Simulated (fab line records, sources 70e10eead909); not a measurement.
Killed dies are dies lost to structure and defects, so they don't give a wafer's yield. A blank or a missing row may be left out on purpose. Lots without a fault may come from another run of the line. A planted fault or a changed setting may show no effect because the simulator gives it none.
Which tool did it? | flow nand_harc | 7 lots, 21 wafers sampled, at 2 steps of a route of 1159

WHAT THE GAUGES READ, wafer by wafer
NHARC_P_CONTACT_OVL_MEAS_13.
lot  | measured     | on         | overlay_x_nm (nm)
L960 | day 6 01:04  | overlay-02 | -1.1 -0.9 -1.1
L963 | day 6 20:13  | overlay-01 | -1.3 -2.1 -1.5
L962 | day 6 21:31  | overlay-01 | -0.3 0.0 0.0
L966 | day 7 13:47  | overlay-02 | -0.3 -0.2 -0.5
L969 | day 8 16:04  | overlay-01 | 0.0 0.2 0.2
L972 | day 9 11:50  | overlay-02 | -0.4 -0.2 0.1
L978 | day 10 20:21 | overlay-01 | -0.5 -0.6 -0.7

WHICH TOOL RAN EACH LOT (tool, then ch and the chambers of the sampled wafers, then the start)
lot  | NHARC_P_GATE_RTA_64
L960 | rtp_anneal-02 ch 0, day 5 22:14
L963 | rtp_anneal-01 ch 0, day 6 17:15
L962 | rtp_anneal-01 ch 0, day 6 18:36
L966 | rtp_anneal-02 ch 0, day 7 10:50
L969 | rtp_anneal-01 ch 0, day 8 13:07
L972 | rtp_anneal-02 ch 0, day 9 08:55
L978 | rtp_anneal-01 ch 0, day 10 17:25
- NHARC_P_GATE_RTA_64: time 1 s.

THE ANSWER, worked out from the rows above alone
Rule: what is usual is taken from the lots themselves. Put in order of their means at a reading, lots are off if they are a third of the lots or fewer, leave a main group of 4 or more, and stand apart from it by a gap of 3 or more times the standard deviation of the main group's means; of several such gaps the widest counts. A main group whose means are all the same, to the digits that the tables above print for the reading, isn't used. A lot without any number at a reading at which 4 lots or more have one is off too. The other lots that the step has rows for count as sound.
No lot is off at any reading shown: from this, nothing can be told.

WHAT THE SIMULATOR HAD PUT IN
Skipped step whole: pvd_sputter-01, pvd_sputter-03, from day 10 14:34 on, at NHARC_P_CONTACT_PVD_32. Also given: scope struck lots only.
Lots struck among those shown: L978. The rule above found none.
